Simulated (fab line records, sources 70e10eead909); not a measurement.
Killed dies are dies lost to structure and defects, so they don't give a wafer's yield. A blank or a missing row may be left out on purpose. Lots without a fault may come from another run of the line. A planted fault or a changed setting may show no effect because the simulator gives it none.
fab line records | flow nand_harc
record lots=12 wafers=36 last_day=24
route steps=1159 shown A_BONDPAD@1080 THIN_TSV@1152
lots that met no fault: from a run of the same line without faults
start_h: hours from the record's first day to the start of the lot's first wafer shown | wait_h: hours since the lot's step before | " the same as in the row above | L1.1+2: a row that stands for several wafers | - no value, or no start given | * or withheld: withheld | < > ~ a bound
route shown NAME@n: a module of which the file shows steps, and the number in the route of the first | usual: mean/standard deviation of fault-free wafers | same: alike in all rows | chamber/n: place in a boat | sites: the reading at each site | _std_site: their standard deviation | _edge_site: outer sites' mean less inner sites' | radius_mm: how far each site lies from the wafer's centre | mask NAME#n: copy n | behind: the tool/chamber that last shaped the wafer | hold: why the lot was held/for how many hours/how that ended | device: the transistor (n, p or np) that didn't switch | end of line: the same wafers' tests at the end of the route | a step without rows: its recipe alone | killed: dies lost to structure and defects at the first sort, not the wafer's yield | map: a wafer's dies, x killed, . not, _ none there
set.NAME: the setting as run; set.NAME@STEP: as run at that earlier step | model.NAME: the simulator's own value behind a step, which no gauge read
steps of the route over a sample of lots; a table a step, a row a wafer
services: from which hour (start_h, from the record's first day; less than 0 if before it) a tool's chamber was out of use, for how many hours, and why
## steps
# step NHARC_A_BONDPAD_ETCH_24
# recipe target_depth_a=300 over_etch_frac=0.3 time_s=72.99 ion_energy_ev=150 cf4_flow_sccm=50 n2_flow_sccm=100 ar_flow_sccm=150 rf_w=300 bias_w=100 chemistry=CF4/N2
# usual cf4_flow_sccm=50.01/0.15 drypump_motor_current_A=5.7/0.37 oes_product_au=1.000/0.0079 rf_vpp_V=313.2/2.2 showerhead_plenum_p_Torr=2.58/0.12 throttle_valve_pct=19.794/0.0095
# columns lot.wafer tool chamber start_h wait_h cf4_flow_sccm drypump_motor_current_A oes_product_au rf_hours_counter_h rf_vpp_V showerhead_plenum_p_Torr throttle_valve_pct
L466.3 rie_diel-02 3 - - 50.15 6.4 1.000 38 311.5 2.44 19.801
L466.2 " 2 " " 50.33 5.3 0.989 37 313.2 2.57 19.791
L466.5 " 3 " " 49.91 6.4 1.003 - 311.2 2.44 19.789
L467.2 rie_diel-09 0 - - 50.06 5.8 0.984 6 313.6 2.58 19.799
L467.5 " 2 " " 50.10 5.6 0.999 - 312.6 2.51 19.790
L467.6 " 3 " " 49.85 5.5 0.992 - 311.1 2.46 19.806
L470.2 rie_diel-04 0 437.07 0.2 49.88 6.4 1.004 21 314.9 2.64 19.794
L470.3 " 2 " " 49.90 5.3 1.012 26 316.3 2.74 19.797
L470.1 " 3 " " 50.42 4.9 1.013 25 310.5 2.46 19.784
L471.2 rie_diel-09 3 - - 50.06 5.5 0.999 0 310.2 2.45 19.800
L471.3 " 1 " " 50.01 6.0 1.000 0 315.8 2.75 19.790
L471.4 " 2 " " 50.11 5.6 0.996 0 312.3 2.51 19.789
L476.1 rie_diel-09 0 - - 49.89 5.8 0.990 1 313.7 2.58 19.801
L476.2 " 2 " " 49.94 5.6 1.002 1 313.1 2.51 19.793
L476.6 " 1 " " 50.20 5.9 0.991 - 316.0 2.75 19.800
L477.3 rie_diel-09 1 - - 50.08 6.0 0.986 1 316.3 2.75 19.786
L477.2 " 2 " " 50.04 5.6 0.989 1 312.5 2.51 19.791
L477.5 " 0 " " 50.01 5.8 0.993 - 313.7 2.58 19.792
L479.3 rie_diel-09 0 - - 49.96 5.8 0.991 2 313.4 2.58 19.804
L479.2 " 1 " " 49.90 5.9 1.003 2 316.4 2.75 19.796
L479.5 " 0 " " 50.34 5.8 0.994 - 313.6 2.58 19.781
L478.3 rie_diel-09 0 - - 50.00 5.8 0.994 2 312.2 2.58 19.800
L478.5 " 3 " " 49.89 5.5 1.000 - 312.1 2.45 19.796
L478.6 " 0 " " 49.99 5.8 0.990 - 312.4 2.58 19.797
L482.1 rie_diel-09 3 - - 50.05 5.5 0.988 2 310.0 2.45 19.783
L482.6 " 1 " " 50.00 5.9 0.994 - 316.5 2.75 19.803
L482.5 " 2 " " 50.03 5.6 0.986 - 313.5 2.51 19.792
L481.3 rie_diel-09 0 - - 49.93 5.8 0.993 2 314.6 2.58 19.795
L481.2 " 2 " " 50.06 5.6 1.005 2 311.8 2.51 19.801
L481.1 " 3 " " 49.93 5.5 1.000 2 312.4 2.45 19.794
L483.2 rie_diel-09 2 - - 50.28 5.6 0.986 2 310.8 2.51 19.787
L483.6 " 0 " " 50.12 5.8 0.995 - 312.4 2.58 19.802
L483.5 " 1 " " 50.02 5.9 0.989 - 316.0 2.75 19.796
L486.3 rie_diel-09 2 - - 50.21 5.6 0.984 3 313.3 2.51 19.796
L486.2 " 3 " " 49.98 5.5 0.996 3 312.3 2.45 19.798
L486.6 " 0 " " 49.99 5.8 0.993 - 312.4 2.58 19.794
# step NHARC_A_BONDPAD_DEGAS_25
# recipe temp_c=300 time_s=60
# usual heater_power_w=483/52 susceptor_temp_C=300.00/0.2
# columns lot.wafer tool chamber start_h wait_h heater_power_w susceptor_temp_C
L466.3 pvd_sputter-02 - 424.33 - 464 300.13
L466.2 " - " " 423 299.74
L466.5 " - " " 471 300.24
L467.2 pvd_sputter-01 - 426.34 - 543 300.03
L467.5 " - " " 548 300.26
L467.6 " - " " 492 299.48
L470.2 pvd_sputter-03 - 437.48 - 459 300.05
L470.3 " - " " 452 300.22
L470.1 " - " " 430 300.26
L471.2 pvd_sputter-01 - 458.85 - 498 300.17
L471.4 " - " " 504 300.19
L471.3 " - " " 557 300.00
L476.2 pvd_sputter-02 - 469.61 - 427 300.07
L476.1 " - " " 416 300.03
L476.6 " - " " 428 300.23
L477.2 pvd_sputter-03 - 474.62 - 529 300.04
L477.3 " - " " 437 299.86
L477.5 " - " " 517 300.08
L479.3 pvd_sputter-01 - 498.02 - 522 300.19
L479.2 " - " " 488 299.77
L479.5 " - " " 507 300.11
L478.3 pvd_sputter-02 - 498.93 - 458 299.93
L478.5 " - " " 462 299.95
L478.6 " - " " 437 300.19
L482.1 pvd_sputter-03 - 514.49 - 445 -
L482.5 " - " " 425 -
L482.6 " - " " 451 -
L481.2 pvd_sputter-02 - 515.01 - 580 299.76
L481.1 " - " " 471 300.05
L481.3 " - " " 426 300.12
L483.2 pvd_sputter-01 - 519.09 - 556 300.29
L483.6 " - " " 492 300.13
L483.5 " - " " 516 299.88
L486.3 pvd_sputter-02 - 534.67 - 606 299.98
L486.2 " - " " 411 300.19
L486.6 " - " " 429 300.21
# step NHARC_A_BONDPAD_PVD_27
# recipe target_thk_a=300 chamber_pressure_pa=5 power_w=5000 substrate_temp_c=30 time_s=20.49 material=Cu
# usual chamber_pressure_pa=5.002/0.011 throttle_valve_pct=30.5/1.1
# columns lot.wafer tool chamber start_h wait_h chamber_pressure_pa throttle_valve_pct
L466.2 pvd_sputter-02 - - - 4.994 29.7
L466.3 " - " " 5.021 30.5
L466.5 " - " " 4.998 29.9
L467.2 pvd_sputter-01 - - - 5.000 31.4
L467.6 " - " " 5.001 31.6
L467.5 " - " " 4.995 31.5
L470.1 pvd_sputter-03 - - - 5.006 28.6
L470.3 " - " " 5.016 29.6
L470.2 " - " " 4.999 30.0
L471.2 pvd_sputter-01 - - - 5.015 31.4
L471.3 " - " " 4.976 31.7
L471.4 " - " " 5.012 30.2
L476.2 pvd_sputter-02 - - - 4.991 31.5
L476.1 " - " " 5.005 30.4
L476.6 " - " " 5.001 31.7
L477.3 pvd_sputter-03 - - - 4.981 31.0
L477.2 " - " " 5.013 28.9
L477.5 " - " " 4.985 31.1
L479.2 pvd_sputter-01 - - - 5.010 31.5
L479.3 " - " " 4.994 31.8
L479.5 " - " " 4.995 30.0
L478.3 pvd_sputter-02 - - - 4.979 29.7
L478.5 " - " " 4.996 30.8
L478.6 " - " " 4.993 31.7
L482.1 pvd_sputter-03 - - - 5.017 28.9
L482.5 " - " " 5.016 28.3
L482.6 " - " " 5.013 29.0
L481.1 pvd_sputter-02 - - - 4.988 30.1
L481.3 " - " " 4.996 30.3
L481.2 " - " " 5.011 31.1
L483.2 pvd_sputter-01 - - - 5.006 31.6
L483.5 " - " " 4.997 31.3
L483.6 " - " " 5.007 31.6
L486.2 pvd_sputter-02 - - - 5.014 30.1
L486.3 " - " " 4.996 31.2
L486.6 " - " " 5.016 30.2
# step NHARC_THIN_TSV_ETCH_36
# recipe target_depth_a=650 over_etch_frac=0.3 time_s=18.571 ion_energy_ev=150 chemistry=Cl2/BCl3
# usual drypump_motor_current_A=6.1/0.42 oes_product_au=1.003/0.0073
# columns lot.wafer tool chamber start_h wait_h drypump_motor_current_A oes_product_au rf_hours_counter_h
L466.2 rie_metal-03 1 448.34 0.2 6.2 1.001 4.3
L466.3 " 1 " " 6.2 1.003 -
L466.5 " 1 " " 6.2 0.997 -
L467.2 rie_metal-01 0 449.55 0.2 5.5 1.000 3.3
L467.5 " 1 " " 5.7 1.001 -
L467.6 " 0 " " 5.4 1.000 -
L470.2 rie_metal-03 1 463.93 0.2 6.1 1.008 0.2
L470.1 " 0 " " 6.4 1.005 0.2
L470.3 " 1 " " 6.2 1.013 -
L471.2 rie_metal-01 0 481.19 0.2 5.5 1.005 4.3
L471.4 " 0 " " 5.5 1.001 -
L471.3 " 1 " " 5.7 1.001 -
L476.1 rie_metal-01 1 486.89 0.2 5.7 1.001 4.5
L476.2 " 0 " " 5.4 1.000 4.5
L476.6 " 0 " " 5.4 1.003 -
L477.2 rie_metal-02 0 495.72 0.2 6.5 0.999 2.8
L477.3 " 1 " " 6.6 1.008 -
L477.5 " 0 " " 6.5 0.997 -
L479.2 rie_metal-03 0 521.70 0.2 6.4 1.010 1.8
L479.3 " 0 " " 6.4 1.012 -
L479.5 " 1 " " 6.1 1.012 -
L478.3 rie_metal-03 1 522.80 0.2 6.1 1.010 -
L478.5 " 1 " " 6.2 1.005 -
L478.6 " 0 " " 6.4 0.991 -
L481.2 rie_metal-01 0 536.15 0.2 5.5 0.990 0.7
L481.1 " 1 " " 5.7 1.000 0.7
L481.3 " 1 " " 5.7 1.012 -
L483.2 rie_metal-03 0 537.75 0.2 6.4 0.861 2.6
L483.6 " 1 " " 6.2 1.008 -
L483.5 " 0 " " 6.4 0.999 -
L482.1 rie_metal-01 0 538.97 0.2 5.4 0.993 0.9
L482.5 " 1 " " 5.7 1.008 -
L482.6 " 0 " " 5.5 1.000 -
L486.2 rie_metal-03 0 558.00 0.2 6.4 0.845 2.8
L486.3 " 1 " " 6.2 0.987 -
L486.6 " 0 " " 6.4 0.993 -
## services
# columns tool chamber start_h hours kind
rie_diel-09 3 402.09 15.4 repair
rie_diel-09 0 410.10 - clean
rie_diel-09 1 410.10 - clean
rie_diel-09 2 410.10 - clean
rie_diel-04 2 411.88 3.5 repair
rie_diel-09 - 431.10 9.0 pm
rie_diel-09 0 431.10 9.0 vent_cycle
rie_diel-09 1 431.10 9.0 vent_cycle
rie_diel-09 2 431.10 9.0 vent_cycle
rie_diel-04 1 435.79 1.6 repair
pvd_sputter-03 - 444.97 5.4 repair
rie_metal-03 - 453.00 9.0 pm
pvd_sputter-03 - 458.00 10.0 pm
rie_diel-04 - 466.00 9.0 pm
pvd_sputter-01 - 472.80 9.2 repair
rie_diel-04 - 479.07 0.4 repair
pvd_sputter-02 - 499.27 7.8 repair
rie_diel-02 3 502.46 8.7 repair
rie_diel-02 - 505.11 9.0 pm
rie_metal-01 - 509.00 9.0 pm
rie_metal-02 1 511.35 19.0 repair
pvd_sputter-03 - 515.57 6.9 repair
pvd_sputter-02 - 519.67 3.2 repair
pvd_sputter-01 - 527.17 10.0 pm
## key
first_sign step=NHARC_THIN_TSV_ETCH_36 reading=oes_product_au direction=down sigmas=20 usual=1.003 struck=0.853
effect none on later readings
met_at NHARC_THIN_TSV_ETCH_36
struck_lots L483,L486
struck_wafers L483.2,L486.2
not_acting_at NHARC_A_BONDPAD_ETCH_24,NHARC_A_BONDPAD_DEGAS_25,NHARC_A_BONDPAD_PVD_27
onset_between 522.80 537.75
fault kind=process_parameter_drift tool=rie_metal-03 chamber=- onset_h=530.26 steps=NHARC_THIN_TSV_ETCH_36 channel=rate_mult offset=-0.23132 shape=step end_h=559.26 scope=struck_wafers_only
